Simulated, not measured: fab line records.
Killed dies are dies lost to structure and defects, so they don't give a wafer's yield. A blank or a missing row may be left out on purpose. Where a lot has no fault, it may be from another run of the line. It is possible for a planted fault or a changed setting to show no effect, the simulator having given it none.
Which tool was responsible? :: flow n5-finfet :: 29 wafers from 10 lots sampled at 5 of the route's 1938 steps

## WHAT EACH GAUGE READ, for each wafer
N5_BEOL_M4_RC_MEAS_101. Usual: DIBL_N 36.3 mV/V, standard deviation 1.7; DIBL_P 36.5 mV/V, standard deviation 1.8; EOT_N 10.52, standard deviation 0.089; EOT_P 10.47, standard deviation 0.093; IGATE_N 0.0125 nA/um, standard deviation 0.0018; IGATE_P 0.0037 nA/um, standard deviation 0.00053; IOFF_N 0.16 nA/um, standard deviation 0.033; IOFF_N_85C 3.2 nA/um, standard deviation 0.53; IOFF_N_LIN 0.076 nA/um, standard deviation 0.012; IOFF_P 0.21 nA/um, standard deviation 0.037; IOFF_P_85C 3.7 nA/um, standard deviation 0.52; IOFF_P_LIN 0.101 nA/um, standard deviation 0.014; ION_N 675 uA/um, standard deviation 11; ION_P 462 uA/um, standard deviation 7.9; SS_N 71.6 mV/dec, standard deviation 0.64; SS_P 73.3 mV/dec, standard deviation 0.68; VT_N 249 mV, standard deviation 3.3; VT_P -250 mV, standard deviation 3.3; VT_P_LVT -98.3 mV, standard deviation 2.7.
lot: L397
measured: day 7 15:28
on: prober-01
DIBL_N (mV/V): 35.4 35.3 34.9
DIBL_P (mV/V): 36.0 36.6 36.1
EOT_N: 10.53 10.56 10.59
EOT_P: 10.62 10.50 10.61
IGATE_N (nA/um): 0.0098 0.0127 0.0105
IGATE_P (nA/um): 0.0029 0.0038 0.0031
IOFF_N (nA/um): 0.14 0.15 0.15
IOFF_N_85C (nA/um): 2.8 3.0 2.9
IOFF_N_LIN (nA/um): 0.068 0.074 0.071
IOFF_P (nA/um): 0.19 0.20 0.19
IOFF_P_85C (nA/um): 3.3 3.4 3.4
IOFF_P_LIN (nA/um): 0.090 0.094 0.093
ION_N (uA/um): 666 684 678
ION_P (uA/um): 457 469 466
SS_N (mV/dec): 71.4 71.6 71.6
SS_P (mV/dec): 73.2 73.9 73.7
VT_N (mV): 253 249 253
VT_P (mV): -255 -252 -252
VT_P_LVT (mV): -97.3 -97.6 -97.4
flag: 

lot: L399
measured: day 8 07:23
on: prober-01
DIBL_N (mV/V): 37.0 35.9 36.4
DIBL_P (mV/V): 37.9 36.4 36.4
EOT_N: 10.51 10.39 10.44
EOT_P: 10.63 10.61 10.38
IGATE_N (nA/um): 0.0113 0.0127 0.0141
IGATE_P (nA/um): 0.0035 0.0039 0.0043
IOFF_N (nA/um): 0.16 0.14 0.14
IOFF_N_85C (nA/um): 3.0 2.8 2.8
IOFF_N_LIN (nA/um): 0.071 0.066 0.066
IOFF_P (nA/um): 0.23 0.22 0.21
IOFF_P_85C (nA/um): 3.8 3.7 3.6
IOFF_P_LIN (nA/um): 0.103 0.102 0.100
ION_N (uA/um): 674 669 675
ION_P (uA/um): 464 461 471
SS_N (mV/dec): 71.5 71.1 71.3
SS_P (mV/dec): 73.7 73.5 73.1
VT_N (mV): 249 251 251
VT_P (mV): -251 -250 -250
VT_P_LVT (mV): -98.4 -98.8 -98.1
flag: 

lot: L401
measured: day 8 14:43
on: prober-01
DIBL_N (mV/V): 47.3 38.2
DIBL_P (mV/V): 48.4 38.6
EOT_N: 15.14 10.56
EOT_P: 14.87 10.44
IGATE_N (nA/um): 0.0001 0.0129
IGATE_P (nA/um): 0.0000 0.0038
IOFF_N (nA/um): 0.40 0.19
IOFF_N_85C (nA/um): 6.6 3.6
IOFF_N_LIN (nA/um): 0.191 0.086
IOFF_P (nA/um): 0.56 0.26
IOFF_P_85C (nA/um): 8.2 4.3
IOFF_P_LIN (nA/um): 0.269 0.119
ION_N (uA/um): 617 682
ION_P (uA/um): 427 470
SS_N (mV/dec): 74.0 71.9
SS_P (mV/dec): 75.5 74.6
VT_N (mV): 238 245
VT_P (mV): -237 -246
VT_P_LVT (mV): -86.1 -96.4
flag: OFF

lot: L405
measured: day 9 15:35
on: prober-02
DIBL_N (mV/V): 48.3 35.1 43.1
DIBL_P (mV/V): 51.0 34.8 46.0
EOT_N: 15.16 10.35 14.92
EOT_P: 15.15 10.34 14.83
IGATE_N (nA/um): 0.0001 0.0124 0.0001
IGATE_P (nA/um): 0.0000 0.0037 0.0000
IOFF_N (nA/um): 0.48 0.14 0.30
IOFF_N_85C (nA/um): 7.6 2.7 5.2
IOFF_N_LIN (nA/um): 0.210 0.063 0.151
IOFF_P (nA/um): 0.60 0.18 0.41
IOFF_P_85C (nA/um): 8.8 3.2 6.4
IOFF_P_LIN (nA/um): 0.273 0.090 0.211
ION_N (uA/um): 605 658 602
ION_P (uA/um): 424 445 421
SS_N (mV/dec): 74.2 71.9 72.5
SS_P (mV/dec): 76.1 72.8 74.7
VT_N (mV): 240 254 244
VT_P (mV): -236 -251 -243
VT_P_LVT (mV): -87.6 -102.4 -91.8
flag: OFF

lot: L409
measured: day 10 15:11
on: prober-02
DIBL_N (mV/V): 37.2 37.7 35.5
DIBL_P (mV/V): 37.8 39.0 36.4
EOT_N: 10.50 10.61 10.56
EOT_P: 10.40 10.59 10.44
IGATE_N (nA/um): 0.0124 0.0108 0.0119
IGATE_P (nA/um): 0.0037 0.0032 0.0036
IOFF_N (nA/um): 0.19 0.19 0.16
IOFF_N_85C (nA/um): 3.7 3.8 3.2
IOFF_N_LIN (nA/um): 0.088 0.089 0.076
IOFF_P (nA/um): 0.25 0.27 0.23
IOFF_P_85C (nA/um): 4.2 4.5 3.9
IOFF_P_LIN (nA/um): 0.117 0.123 0.109
ION_N (uA/um): 685 675 683
ION_P (uA/um): 472 466 475
SS_N (mV/dec): 72.0 72.6 71.1
SS_P (mV/dec): 72.9 73.8 73.1
VT_N (mV): 246 246 249
VT_P (mV): -244 -247 -248
VT_P_LVT (mV): -95.3 -94.6 -96.4
flag: 

lot: L416
measured: day 12 03:55
on: prober-01
DIBL_N (mV/V): 37.3 36.3 37.3
DIBL_P (mV/V): 36.6 35.8 36.4
EOT_N: 10.47 10.55 10.59
EOT_P: 10.41 10.49 10.52
IGATE_N (nA/um): 0.0123 0.0126 0.0123
IGATE_P (nA/um): 0.0037 0.0038 0.0037
IOFF_N (nA/um): 0.16 0.15 0.17
IOFF_N_85C (nA/um): 3.0 2.9 3.2
IOFF_N_LIN (nA/um): 0.071 0.069 0.077
IOFF_P (nA/um): 0.23 0.22 0.23
IOFF_P_85C (nA/um): 4.1 3.9 4.0
IOFF_P_LIN (nA/um): 0.112 0.109 0.111
ION_N (uA/um): 678 662 667
ION_P (uA/um): 472 460 464
SS_N (mV/dec): 71.4 71.4 71.9
SS_P (mV/dec): 72.5 73.4 73.5
VT_N (mV): 254 253 249
VT_P (mV): -245 -248 -247
VT_P_LVT (mV): -96.5 -98.3 -97.1
flag: 

lot: L417
measured: day 13 00:05
on: prober-02
DIBL_N (mV/V): 33.4 35.3 34.3
DIBL_P (mV/V): 33.1 34.8 33.9
EOT_N: 10.51 10.60 10.65
EOT_P: 10.32 10.53 10.53
IGATE_N (nA/um): 0.0143 0.0119 0.0119
IGATE_P (nA/um): 0.0041 0.0034 0.0034
IOFF_N (nA/um): 0.13 0.16 0.14
IOFF_N_85C (nA/um): 2.7 3.2 2.9
IOFF_N_LIN (nA/um): 0.066 0.073 0.070
IOFF_P (nA/um): 0.17 0.19 0.18
IOFF_P_85C (nA/um): 3.0 3.4 3.2
IOFF_P_LIN (nA/um): 0.083 0.093 0.088
ION_N (uA/um): 682 677 672
ION_P (uA/um): 465 462 459
SS_N (mV/dec): 71.4 71.3 71.9
SS_P (mV/dec): 72.7 73.6 73.2
VT_N (mV): 251 247 250
VT_P (mV): -254 -251 -252
VT_P_LVT (mV): -102.0 -99.0 -101.2
flag: 

lot: L418
measured: day 13 03:38
on: prober-02
DIBL_N (mV/V): 40.0 38.2 37.6
DIBL_P (mV/V): 40.9 38.7 37.9
EOT_N: 10.48 10.61 10.53
EOT_P: 10.28 10.47 10.46
IGATE_N (nA/um): 0.0153 0.0130 0.0134
IGATE_P (nA/um): 0.0045 0.0038 0.0039
IOFF_N (nA/um): 0.28 0.23 0.21
IOFF_N_85C (nA/um): 4.9 4.2 3.9
IOFF_N_LIN (nA/um): 0.118 0.100 0.091
IOFF_P (nA/um): 0.27 0.24 0.22
IOFF_P_85C (nA/um): 4.6 4.0 3.7
IOFF_P_LIN (nA/um): 0.118 0.105 0.099
ION_N (uA/um): 717 695 687
ION_P (uA/um): 475 461 459
SS_N (mV/dec): 72.9 73.1 71.7
SS_P (mV/dec): 74.6 74.5 73.4
VT_N (mV): 241 242 245
VT_P (mV): -250 -249 -251
VT_P_LVT (mV): -95.5 -96.4 -97.0
flag: 

lot: L419
measured: day 13 10:11
on: prober-02
DIBL_N (mV/V): 36.2 37.3 37.5
DIBL_P (mV/V): 35.1 36.3 37.0
EOT_N: 10.58 10.49 10.45
EOT_P: 10.67 10.66 10.60
IGATE_N (nA/um): 0.0094 0.0095 0.0105
IGATE_P (nA/um): 0.0028 0.0028 0.0031
IOFF_N (nA/um): 0.14 0.16 0.16
IOFF_N_85C (nA/um): 2.7 3.1 3.1
IOFF_N_LIN (nA/um): 0.064 0.076 0.074
IOFF_P (nA/um): 0.17 0.18 0.20
IOFF_P_85C (nA/um): 3.0 3.3 3.6
IOFF_P_LIN (nA/um): 0.082 0.088 0.094
ION_N (uA/um): 662 677 673
ION_P (uA/um): 447 458 458
SS_N (mV/dec): 71.2 72.1 71.5
SS_P (mV/dec): 73.8 73.9 74.2
VT_N (mV): 253 249 247
VT_P (mV): -251 -254 -253
VT_P_LVT (mV): -100.4 -99.0 -98.5
flag: 

lot: L420
measured: day 13 10:06
on: prober-01
DIBL_N (mV/V): 33.2 36.3 36.8
DIBL_P (mV/V): 33.6 37.7 38.6
EOT_N: 10.56 10.64 10.69
EOT_P: 10.41 10.54 10.48
IGATE_N (nA/um): 0.0115 0.0113 0.0115
IGATE_P (nA/um): 0.0033 0.0033 0.0033
IOFF_N (nA/um): 0.12 0.18 0.19
IOFF_N_85C (nA/um): 2.5 3.4 3.6
IOFF_N_LIN (nA/um): 0.060 0.081 0.084
IOFF_P (nA/um): 0.16 0.21 0.22
IOFF_P_85C (nA/um): 2.8 3.6 3.8
IOFF_P_LIN (nA/um): 0.079 0.099 0.101
ION_N (uA/um): 669 678 677
ION_P (uA/um): 452 461 458
SS_N (mV/dec): 71.2 71.9 72.1
SS_P (mV/dec): 72.4 74.4 74.3
VT_N (mV): 252 248 246
VT_P (mV): -256 -250 -253
VT_P_LVT (mV): -101.1 -97.8 -97.0
flag: 

## WHAT TOOL EACH LOT RAN ON (gives the tool, then ch and the chambers of the sampled wafers, and finally the start)
lot: L397
N5_DUMMY_REMOVAL_PRECLEAN_08: remote-plasma-02 ch 0, day 3 20:42
N5_BEOL_M4_SPUTTER_86: pvd-sputter-01, day 7 13:07
N5_BEOL_M4_ANNEAL_89: pvd-sputter-01, day 7 13:25
N5_BEOL_M4_SPUTTER_94: pvd-sputter-01, day 7 13:59

lot: L399
N5_DUMMY_REMOVAL_PRECLEAN_08: remote-plasma-01 ch 0, day 4 09:25
N5_BEOL_M4_SPUTTER_86: pvd-sputter-01, day 8 05:11
N5_BEOL_M4_ANNEAL_89: pvd-sputter-01, day 8 05:29
N5_BEOL_M4_SPUTTER_94: pvd-sputter-01, day 8 06:04

lot: L401
N5_DUMMY_REMOVAL_PRECLEAN_08: remote-plasma-02 ch 0, day 4 21:10
N5_BEOL_M4_SPUTTER_86: pvd-sputter-02, day 8 12:31
N5_BEOL_M4_ANNEAL_89: pvd-sputter-02, day 8 12:49
N5_BEOL_M4_SPUTTER_94: pvd-sputter-02, day 8 13:23

lot: L405
N5_DUMMY_REMOVAL_PRECLEAN_08: remote-plasma-02 ch 1, day 5 23:32
N5_BEOL_M4_SPUTTER_86: pvd-sputter-03, day 9 13:22
N5_BEOL_M4_ANNEAL_89: pvd-sputter-03, day 9 13:40
N5_BEOL_M4_SPUTTER_94: pvd-sputter-03, day 9 14:15

lot: L409
N5_DUMMY_REMOVAL_PRECLEAN_08: remote-plasma-01 ch 0, day 6 23:40
N5_BEOL_M4_SPUTTER_86: pvd-sputter-02, day 10 12:47
N5_BEOL_M4_ANNEAL_89: pvd-sputter-02, day 10 13:05
N5_BEOL_M4_SPUTTER_94: pvd-sputter-02, day 10 13:40

lot: L416
N5_DUMMY_REMOVAL_PRECLEAN_08: remote-plasma-01 ch 0, day 8 16:56
N5_BEOL_M4_SPUTTER_86: pvd-sputter-02, day 12 01:14
N5_BEOL_M4_ANNEAL_89: pvd-sputter-02, day 12 01:32
N5_BEOL_M4_SPUTTER_94: pvd-sputter-02, day 12 02:07

lot: L417
N5_DUMMY_REMOVAL_PRECLEAN_08: remote-plasma-01 ch 0, day 9 00:40
N5_BEOL_M4_SPUTTER_86: pvd-sputter-03, day 12 21:44
N5_BEOL_M4_ANNEAL_89: pvd-sputter-03, day 12 22:02
N5_BEOL_M4_SPUTTER_94: pvd-sputter-03, day 12 22:37

lot: L418
N5_DUMMY_REMOVAL_PRECLEAN_08: remote-plasma-01 ch 1, day 9 04:26
N5_BEOL_M4_SPUTTER_86: pvd-sputter-01, day 13 01:25
N5_BEOL_M4_ANNEAL_89: pvd-sputter-01, day 13 01:43
N5_BEOL_M4_SPUTTER_94: pvd-sputter-01, day 13 02:18

lot: L419
N5_DUMMY_REMOVAL_PRECLEAN_08: remote-plasma-01 ch 1, day 9 11:40
N5_BEOL_M4_SPUTTER_86: pvd-sputter-01, day 13 05:25
N5_BEOL_M4_ANNEAL_89: pvd-sputter-01, day 13 05:43
N5_BEOL_M4_SPUTTER_94: pvd-sputter-01, day 13 06:17

lot: L420
N5_DUMMY_REMOVAL_PRECLEAN_08: remote-plasma-02 ch 0, day 9 18:02
N5_BEOL_M4_SPUTTER_86: pvd-sputter-01, day 13 07:17
N5_BEOL_M4_ANNEAL_89: pvd-sputter-01, day 13 07:35
N5_BEOL_M4_SPUTTER_94: pvd-sputter-01, day 13 08:10
- N5_DUMMY_REMOVAL_PRECLEAN_08: cleans in NF3:NH3, afs cycles 2, time 20 s, sublimation time 60 s.
- N5_BEOL_M4_SPUTTER_86: material Cu, target thk 4.5 nm, time 8.29 s.
- N5_BEOL_M4_ANNEAL_89: time 240 s.
- N5_BEOL_M4_SPUTTER_94: material Cu, target thk 4.5 nm, time 8.29 s.

## AS READ BY THE TOOLS THEMSELVES (means over the sampled wafers that have a number; for cases with no such wafer, the mark the record gives instead)
N5_DUMMY_REMOVAL_PRECLEAN_08. Usual: 30.03 C for temp-c, sd 0.095.
lot: L397
tool: remote-plasma-02
temp-c (C): 29.97
flag: 

lot: L399
tool: remote-plasma-01
temp-c (C): 30.01
flag: 

lot: L401
tool: remote-plasma-02
temp-c (C): 30.16
flag: 

lot: L405
tool: remote-plasma-02
temp-c (C): 29.99
flag: 

lot: L409
tool: remote-plasma-01
temp-c (C): 30.15
flag: 

lot: L416
tool: remote-plasma-01
temp-c (C): 30.17
flag: 

lot: L417
tool: remote-plasma-01
temp-c (C): 30.08
flag: 

lot: L418
tool: remote-plasma-01
temp-c (C): 29.87
flag: 

lot: L419
tool: remote-plasma-01
temp-c (C): 30.05
flag: 

lot: L420
tool: remote-plasma-02
temp-c (C): 29.97
flag: 

N5_BEOL_M4_SPUTTER_86. Usual: 30.5 % for throttle-valve-pct, sd 0.85.
lot: L397
tool: pvd-sputter-01
throttle-valve-pct (%): 31.0
flag: 

lot: L399
tool: pvd-sputter-01
throttle-valve-pct (%): 30.9
flag: 

lot: L401
tool: pvd-sputter-02
throttle-valve-pct (%): 30.5
flag: 

lot: L405
tool: pvd-sputter-03
throttle-valve-pct (%): 30.9
flag: 

lot: L409
tool: pvd-sputter-02
throttle-valve-pct (%): 30.1
flag: 

lot: L416
tool: pvd-sputter-02
throttle-valve-pct (%): 30.7
flag: 

lot: L417
tool: pvd-sputter-03
throttle-valve-pct (%): 30.3
flag: 

lot: L418
tool: pvd-sputter-01
throttle-valve-pct (%): 31.2
flag: 

lot: L419
tool: pvd-sputter-01
throttle-valve-pct (%): 31.2
flag: 

lot: L420
tool: pvd-sputter-01
throttle-valve-pct (%): 30.8
flag: 

N5_BEOL_M4_ANNEAL_89. Usual: 874 W for heater-power-w, sd 130.
lot: L397
tool: pvd-sputter-01
heater-power-w (W): 936
flag: 

lot: L399
tool: pvd-sputter-01
heater-power-w (W): 782
flag: 

lot: L401
tool: pvd-sputter-02
heater-power-w (W): 827
flag: 

lot: L405
tool: pvd-sputter-03
heater-power-w (W): 840
flag: 

lot: L409
tool: pvd-sputter-02
heater-power-w (W): 956
flag: 

lot: L416
tool: pvd-sputter-02
heater-power-w (W): 967
flag: 

lot: L417
tool: pvd-sputter-03
heater-power-w (W): 818
flag: 

lot: L418
tool: pvd-sputter-01
heater-power-w (W): 913
flag: 

lot: L419
tool: pvd-sputter-01
heater-power-w (W): 861
flag: 

lot: L420
tool: pvd-sputter-01
heater-power-w (W): 856
flag: 

N5_BEOL_M4_SPUTTER_94. Usual: 30.5 % for throttle-valve-pct, sd 0.83.
lot: L397
tool: pvd-sputter-01
throttle-valve-pct (%): 31.1
flag: 

lot: L399
tool: pvd-sputter-01
throttle-valve-pct (%): 30.8
flag: 

lot: L401
tool: pvd-sputter-02
throttle-valve-pct (%): 30.3
flag: 

lot: L405
tool: pvd-sputter-03
throttle-valve-pct (%): 30.7
flag: 

lot: L409
tool: pvd-sputter-02
throttle-valve-pct (%): 30.3
flag: 

lot: L416
tool: pvd-sputter-02
throttle-valve-pct (%): 30.6
flag: 

lot: L417
tool: pvd-sputter-03
throttle-valve-pct (%): 30.2
flag: 

lot: L418
tool: pvd-sputter-01
throttle-valve-pct (%): 31.2
flag: 

lot: L419
tool: pvd-sputter-01
throttle-valve-pct (%): 31.1
flag: 

lot: L420
tool: pvd-sputter-01
throttle-valve-pct (%): 30.7
flag: 

## THE ANSWER, worked out from the rows above alone
Rule: a lot is off if the mean of its wafers that have a number lies more than 3 standard deviations from the usual mean. A lot without any number at a reading at which 4 lots or more have one is off too. All remaining lots with rows at the step are treated as sound. Order of review: gauges by route order, followed by the tools' own readings, for which a lot's mean as printed above is used. The first step at which some lot is off is used, and at that step the reading that is off furthest; a lot without a number counts as furthest.
Off: at N5_BEOL_M4_RC_MEAS_101 (EOT_N), L401, L405.
If a tool, at a process step before that reading, ran all the lots that are off and no sound lot after the first of them, it fits. Gauges at N5_BEOL_M4_RC_MEAS_101: tried the same way as those tools. No candidate that was tried fits.

## WHAT THE SIMULATOR PUT IN
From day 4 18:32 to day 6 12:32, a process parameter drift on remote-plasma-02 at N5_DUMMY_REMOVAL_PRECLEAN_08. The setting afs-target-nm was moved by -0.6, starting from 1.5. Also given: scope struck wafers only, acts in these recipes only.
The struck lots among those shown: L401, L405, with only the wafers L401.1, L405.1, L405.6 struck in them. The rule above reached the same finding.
